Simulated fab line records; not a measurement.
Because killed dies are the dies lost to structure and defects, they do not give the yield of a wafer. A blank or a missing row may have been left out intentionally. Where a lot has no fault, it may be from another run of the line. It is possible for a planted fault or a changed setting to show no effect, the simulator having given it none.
Chamber matching	flow n5Finfet	aldMetal-04 running N5_HKMG_FIN_ALD_79: 4 sister chambers
The step deposits TiN, target thk 1.5 nm, pulse time 1 s, purge time 3 s. 8 wafers are shown with their chamber, then 9 later ones without.

## WAFERS, EACH WITH ITS CHAMBER
wafer	chamber	heaterPowerW (W)	precursorPulseHeightRel
L081.4	0	809	0.991
L084.5	1	788	1.021
L085.4	2	847	0.970
L085.5	3	803	0.976
L085.6	2	850	1.009
L088.1	1	801	0.998
L088.2	3	825	1.004
L088.3	0	817	0.992

## WAFERS WHOSE CHAMBER IS MISSING
wafer	heaterPowerW (W)	precursorPulseHeightRel
L089.1	809	0.975
L089.3	832	0.999
L089.4	857	1.005
L090.2	783	1.000
L090.3	810	0.979
L090.5	854	1.029
L095.3	833	0.997
L095.5	814	1.041
L095.6	792	1.064

## EACH ONE'S CHAMBER
wafer	from the rows above	in truth
L089.1	can't be placed: 3 or 0 or 1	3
L089.3	can't be placed: 2 or 3 or 0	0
L089.4	2	2
L090.2	can't be placed: 1 or 0 or 3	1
L090.3	can't be placed: 3 or 0 or 1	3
L090.5	2	2
L095.3	can't be placed: 2 or 3 or 0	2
L095.5	can't be placed: 0 or 1 or 3 or 2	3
L095.6	can't be placed: 1 or 0 or 3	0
Placed correctly: 2 of 9. Unplaceable from these rows: 7, with the true chamber sitting among the candidates in 7. Wrongly placed: 0.
How it was worked out, from the rows above alone: a wafer's distance from a chamber is the root of the sum, over the readings, of the square of ((its reading less the chamber's mean) divided by the reading's scatter). If the next closest chamber is less than 2 further off than the closest, the wafer can't be placed; otherwise it belongs to the closest. A chamber's mean is the mean of its shown wafers. How the scatter is found: for the shown wafers, subtract from each reading the mean of its chamber, square and add these, divide the total by (wafers less chambers), then take the root.
